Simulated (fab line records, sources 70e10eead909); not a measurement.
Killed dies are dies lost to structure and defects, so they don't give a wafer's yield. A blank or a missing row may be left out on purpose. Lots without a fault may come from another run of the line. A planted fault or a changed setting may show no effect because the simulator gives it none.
A struck lot beside a sound one | flow nand_harc | 13 steps out of a route of 1302
Sound: wafers L615.1, L615.2, L615.3. Struck: wafer L624.4. (L624.1, L624.6 of the same lot were not struck and are left out.) The cause comes at the end.
At each step with rows: each side's tool, then ch and its chambers, then its first start. Under that, the readings that differ: sound wafers | struck wafers | difference of the means | sigmas: that difference in standard deviations of wafers without a fault.
alike: readings whose means differ by less than 2 such deviations, and words and numbers that are the same on both sides. not compared: withheld readings, readings that some wafer has no value for, bounds like >300 that may hide the same value, and numbers for which the record gives no deviation and whose values overlap.
The two part at a step that has a row with sigmas, a row that says differs or no value, or rows on one side only. Numbers that don't overlap but have no deviation are shown without sigmas and don't part them. A reading that every wafer of one side lacks parts them only if that side has two wafers or more.

NHARC_A_WL_FILL_ALD_02: deposits TiN, target thk 2 nm, pulse time 3 s, ald cycles 100.
  sound on ald_metal-04 ch 0,1,3, day 21 23:47; struck on ald_metal-03 ch 1, day 25 23:06
  alike: heater_power_w, precursor_pulse_height_rel
NHARC_A_WL_FILL_CVD_03: deposits W, target thk 40 nm, time 279 s.
  sound on cvd_w-01 ch 0,1, day 22 00:13; struck on cvd_w-02 ch 0, day 25 23:30
  alike: heater_power_w, mfc_wf6_sccm, throttle_valve_pct
NHARC_A_WL_FILL_ETCHBACK_04: etches the open film in NF3, target depth 60 nm, time 120 s.
  sound on rie_metal-02 ch 0,1, day 22 00:35; struck on rie_metal-02 ch 0, day 25 23:52
  alike: chamber_pressure_mTorr, drypump_motor_current_A, oes_product_au, run_length_s
  not compared: rf_hours_counter_h
NHARC_A_WL_FILL_ETCHBACK_05: etches the open film in Cl2/BCl3, target depth 22 nm, time 60 s.
  sound on rie_metal-02 ch 0,1, day 22 00:50; struck on rie_metal-02 ch 1, day 26 00:08
  alike: chamber_pressure_mTorr, drypump_motor_current_A, oes_product_au, run_length_s
  not compared: rf_hours_counter_h
then, 6 steps without rows for these wafers: NHARC_A_WL_FILL_STRIP_27 (strips in N2/H2, time 20 s); NHARC_A_WL_FILL_STRIP_28 (strips in post etch residue remover, time 1200 s); NHARC_A_WL_FILL_PRECLEAN_06 (cleans in DIW, time 300 s); NHARC_A_WL_FILL_SRD_07; NHARC_A_WL_FILL_ANNEAL_08 (time 1800 s); NHARC_A_WL_FILL_ALD_10 (deposits SiO2, target thk 50 nm, pulse time 10 s, ald cycles 500).
NHARC_A_WL_FILL_ETCHBACK_16: etches the open film in C4F8/O2/Ar, target depth 120 nm, time 24 s.
  sound on rie_diel-12 ch 1,2,3, day 22 11:02; struck on rie_diel-10 ch 1, day 26 12:50
  reading                | sound          | struck | difference | sigmas
  rf_hours_counter_h (h) | 1.3 0.6 1.3    | 0.1    | -1.0       |
  run_length_s (s)       | 45.8 45.1 45.1 | 25.1   | -20.2      | -48
  alike: chamber_pressure_mTorr, oes_product_au, rf_vpp_V
NHARC_A_WL_FILL_STRIP_29: strips in O2, time 20 s.
  sound on rie_diel-12 ch 0,1,2, day 22 11:08; struck on rie_diel-10 ch 1, day 26 12:56
  reading                | sound          | struck | difference | sigmas
  rf_hours_counter_h (h) | 0.6 1.3 1.3    | 0.1    | -1.0       |
  rf_vpp_V (V)           | 57.6 57.7 56.4 | 59.1   | +1.9       | +2
  alike: chamber_pressure_mTorr, drypump_motor_current_A, oes_product_au, showerhead_plenum_p_Torr, throttle_valve_pct
-- the record jumps here: 4 days lie between the struck wafers' starts before and after (it left off in module A_WL_FILL and takes up again in module END, whose first step shown is number 1302 of the route) --
NHARC_END_SORT_01:
  the record has rows for the struck wafers here (prober-02 ch 0, day 30 02:25) and none for the sound ones

WHERE THEY PART
First at NHARC_A_WL_FILL_ETCHBACK_16; last, within this record, at NHARC_END_SORT_01.

WHY: what the simulator had put in
Process parameter drift: rie_diel-10, from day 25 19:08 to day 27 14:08, at NHARC_A_WL_FILL_ETCHBACK_16. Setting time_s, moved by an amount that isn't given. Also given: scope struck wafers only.
